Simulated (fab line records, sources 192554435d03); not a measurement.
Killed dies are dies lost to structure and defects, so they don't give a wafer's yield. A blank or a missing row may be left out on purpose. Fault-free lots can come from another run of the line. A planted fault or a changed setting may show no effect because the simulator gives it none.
Matching of chambers -- flow n5Finfet -- N5_BEOL_M1_ILD_DEP_00 on pecvd-02: 3 sister chambers
The step deposits SiOC from DEMS/O2, target thk 79 nm, time 15.3 s. 6 wafers are shown with their chamber, then 11 later ones without.

WAFERS WITH THEIR CHAMBER
wafer,chamber,throttleValvePct (%),showerheadPlenumPTorr (Torr)
L080.6,2,10.9,5.682
L085.6,0,13.1,5.690
L086.2,2,11.0,5.661
L086.3,0,12.9,5.694
L086.4,1,11.5,5.698
L087.1,1,11.7,5.703

WAFERS WITHOUT THEIR CHAMBER
wafer,throttleValvePct (%),showerheadPlenumPTorr (Torr)
L087.2,12.7,5.690
L087.6,12.8,5.690
L091.3,11.2,5.671
L091.4,11.7,5.701
L091.6,10.7,5.696
L093.1,11.1,5.680
L093.2,12.9,5.689
L093.4,11.1,5.679
L094.1,11.0,5.671
L094.2,11.6,5.684
L094.3,12.7,5.698

THE CHAMBER EACH PASSED THROUGH
wafer,from the rows above,in truth
L087.2,0,0
L087.6,0,0
L091.3,2,2
L091.4,1,1
L091.6,2,2
L093.1,2,2
L093.2,0,0
L093.4,2,2
L094.1,2,2
L094.2,1,1
L094.3,0,0
Placed correctly: 11 of 11. Not placeable from these rows: 0. Placed wrongly: 0.
How it was worked out, from the rows above alone: a wafer's distance from a chamber is the root of the sum, over the readings, of the square of ((its reading less the chamber's mean) divided by the reading's scatter). If the next closest chamber is less than 2 further off than the closest, the wafer can't be placed; otherwise it belongs to the closest. The mean given for a chamber averages the wafers shown for that chamber. The scatter: the root of (the sum of the squares of (reading less its chamber's mean) over the shown wafers, divided by (wafers less chambers)).
